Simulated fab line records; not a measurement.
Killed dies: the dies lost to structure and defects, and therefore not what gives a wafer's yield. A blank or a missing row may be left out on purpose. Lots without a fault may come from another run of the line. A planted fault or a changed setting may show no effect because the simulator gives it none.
Matching of chambers	flow n5-finfet	cmp-03 running N5_BEOL_M3_CMP_52: 4 sister chambers
The step polishes, stops on SiOC, t overpolish 6.8 s, target thk 40 nm. 18 wafers are shown with their chamber, then 8 later ones without.

== WAFERS, EACH WITH ITS CHAMBER ==
wafer	chamber	time-to-endpoint-s (s)	motor-current-A (A)	pad-life-wafers
L077.1	0	58	6.4	1218
L077.2	2	57	5.6	1220
L077.3	3	59	6.3	1221
L079.3	1	57	6.5	1338
L078.1	3	59	6.3	1363
L081.3	0	63	6.4	1489
L081.4	3	65	6.0	1488
L083.2	2	57	6.0	1500
L085.1	0	63	6.5	1728
L085.3	2	58	5.9	1730
L085.4	1	55	6.0	1729
L086.2	0	63	6.3	1765
L086.4	2	57	5.9	1767
L089.1	3	68	6.2	2007
L089.4	2	58	5.7	2006
L090.2	2	57	6.0	2022
L090.4	0	60	6.4	2024
L093.1	1	56	6.1	73

SIGNATURES (means of the wafers above)
reading	chamber 0	chamber 1	chamber 2	chamber 3	scatter within a chamber
time-to-endpoint-s	61.40	56.00	57.33	62.75	2.47
motor-current-A	6.400	6.200	5.850	6.200	0.159
pad-life-wafers	1644.80	1046.67	1707.50	1519.75	439
Rule: a wafer's distance from a chamber is the root of the sum, over the readings, of the square of ((its reading less the chamber's mean) divided by the reading's scatter). The wafer belongs to the nearest chamber; if the next one is less than 2 further off, it can't be placed. How the scatter is found: for the shown wafers, subtract from each reading the mean of its chamber, square and add these, divide the total by (wafers less chambers), then take the root.

== WAFERS WITHOUT THEIR CHAMBER ==
wafer	time-to-endpoint-s (s)	motor-current-A (A)	pad-life-wafers
L093.2	54	5.9	74
L094.1	58	6.6	87
L094.4	58	6.4	86
L095.1	63	6.6	135
L095.3	61	6.4	132
L095.4	60	5.5	133
L096.3	66	6.1	231
L096.4	59	6.6	229

== THE CHAMBER EACH PASSED THROUGH ==
wafer	from the rows above	in truth
L093.2	can't be placed: 1 or 2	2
L094.1	can't be placed: 1 or 0 or 3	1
L094.4	can't be placed: 1 or 0 or 3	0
L095.1	can't be placed: 0 or 3 or 1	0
L095.3	can't be placed: 1 or 0 or 3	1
L095.4	can't be placed: 2 or 1 or 3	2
L096.3	can't be placed: 3 or 0 or 1 or 2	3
L096.4	can't be placed: 1 or 0 or 3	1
Placed correctly: 0 of 8. Cannot be placed on the basis of these rows: 8; the candidates contain the true chamber in 8. Number placed wrongly: 0.
